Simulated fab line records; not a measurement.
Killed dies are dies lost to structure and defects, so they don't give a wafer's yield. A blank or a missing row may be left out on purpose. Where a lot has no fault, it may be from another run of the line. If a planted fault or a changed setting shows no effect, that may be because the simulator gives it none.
Matching of chambers -- flow n5_finfet -- N5_BEOL_M1_VIA_ETCH_34 on rie_diel-03: 4 sister chambers
The step etches the open film in C4F6/O2, target depth 67.8 nm, time 64.4 s. 20 wafers are shown with their chamber, then 10 later ones without.

WAFERS WITH THEIR CHAMBER
wafer,chamber,throttle_valve_pct (%),rf_vpp_V (V),drypump_motor_current_A (A)
L077.3,3,30.9,672,5.69
L077.4,3,30.9,671,5.70
L077.5,2,31.1,642,6.05
L080.1,2,31.1,640,6.03
L080.2,3,30.9,672,5.71
L080.6,1,30.5,652,5.97
L081.1,0,30.5,683,6.42
L081.4,3,30.9,672,5.70
L081.6,2,31.1,640,6.08
L082.2,1,30.5,652,5.95
L082.4,2,31.1,641,6.07
L082.5,0,30.5,682,6.40
L085.3,3,30.9,671,5.70
L085.4,0,30.5,682,6.43
L085.5,1,30.5,651,5.96
L089.1,0,30.5,684,6.42
L089.2,2,31.2,640,6.09
L089.6,1,30.5,651,5.94
L090.1,3,30.9,671,5.71
L090.2,1,30.5,650,6.01

SIGNATURES, as means of the wafers listed above
reading,chamber 0,chamber 1,chamber 2,chamber 3,scatter within a chamber
throttle_valve_pct,30.500,30.500,31.120,30.900,0.0224
rf_vpp_V,682.75,651.20,640.60,671.50,0.8
drypump_motor_current_A,6.4175,5.9660,6.0640,5.7017,0.0194
Rule: distance of a wafer from a chamber = root of the sum over the readings of ((wafer's reading minus chamber's mean) / reading's scatter) squared. If the next closest chamber is less than 2 further off than the closest, the wafer can't be placed; otherwise it belongs to the closest. The scatter: the root of (the sum of the squares of (reading less its chamber's mean) over the shown wafers, divided by (wafers less chambers)).

WAFERS WITHOUT THEIR CHAMBER
wafer,throttle_valve_pct (%),rf_vpp_V (V),drypump_motor_current_A (A)
L090.4,31.1,640,6.08
L091.4,30.9,671,5.70
L091.5,30.9,673,5.72
L091.6,30.5,681,6.38
L092.1,30.5,652,6.03
L092.3,31.1,641,6.03
L092.4,30.9,673,5.70
L094.1,31.1,642,6.06
L094.3,30.9,671,5.69
L094.5,31.1,641,6.03

EACH ONE'S CHAMBER
wafer,from the rows above,in truth
L090.4,2,2
L091.4,3,3
L091.5,3,3
L091.6,0,0
L092.1,1,1
L092.3,2,2
L092.4,3,3
L094.1,2,2
L094.3,3,3
L094.5,2,2
Correctly placed: 10 of 10. Not placeable from these rows: 0. Number placed wrongly: 0.
